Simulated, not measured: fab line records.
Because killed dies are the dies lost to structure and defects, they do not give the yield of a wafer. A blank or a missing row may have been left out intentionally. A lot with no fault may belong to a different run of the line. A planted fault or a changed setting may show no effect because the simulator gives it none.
Chamber matching + flow nand harc + NHARC_A_CONTACT_DEP_29 on pecvd-03 has 3 sister chambers
The step deposits SiON, target thk 100 nm. 3 wafers are shown with their chamber, then 6 later ones without.

## WAFERS WITH THEIR CHAMBER
| wafer  | chamber | heater power w (W) |
|--------|---------|--------------------|
| L560.4 | 1       | 717                |
| L563.5 | 2       | 696                |
| L563.6 | 0       | 859                |

## WAFERS WITH NO CHAMBER GIVEN
| wafer  | heater power w (W) |
|--------|--------------------|
| L564.1 | 755                |
| L564.3 | 738                |
| L564.6 | 756                |
| L565.1 | 821                |
| L565.2 | 754                |
| L565.6 | 619                |

## EACH ONE'S CHAMBER
| wafer  | from the rows above          | in truth |
|--------|------------------------------|----------|
| L564.1 | can't be placed: 1 or 2 or 0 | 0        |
| L564.3 | can't be placed: 1 or 2      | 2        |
| L564.6 | can't be placed: 1 or 2 or 0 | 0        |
| L565.1 | can't be placed: 0 or 1 or 2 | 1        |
| L565.2 | can't be placed: 1 or 2 or 0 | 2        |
| L565.6 | can't be placed: 2 or 1      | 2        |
Placed correctly: 0 of 6. Not placeable from these rows: 6 (in 6, the candidates include the true chamber). Wrongly placed: 0.
How it was worked out, from the rows above alone: a wafer's distance from a chamber is the root of the sum, over the readings, of the square of ((its reading less the chamber's mean) divided by the reading's scatter). The wafer belongs to the nearest chamber; if the next one is less than 2 further off, it can't be placed. The mean given for a chamber averages the wafers shown for that chamber. The scatter: root of mean squared gap, hidden wafer to nearest shown wafer, with one shown wafer a chamber.
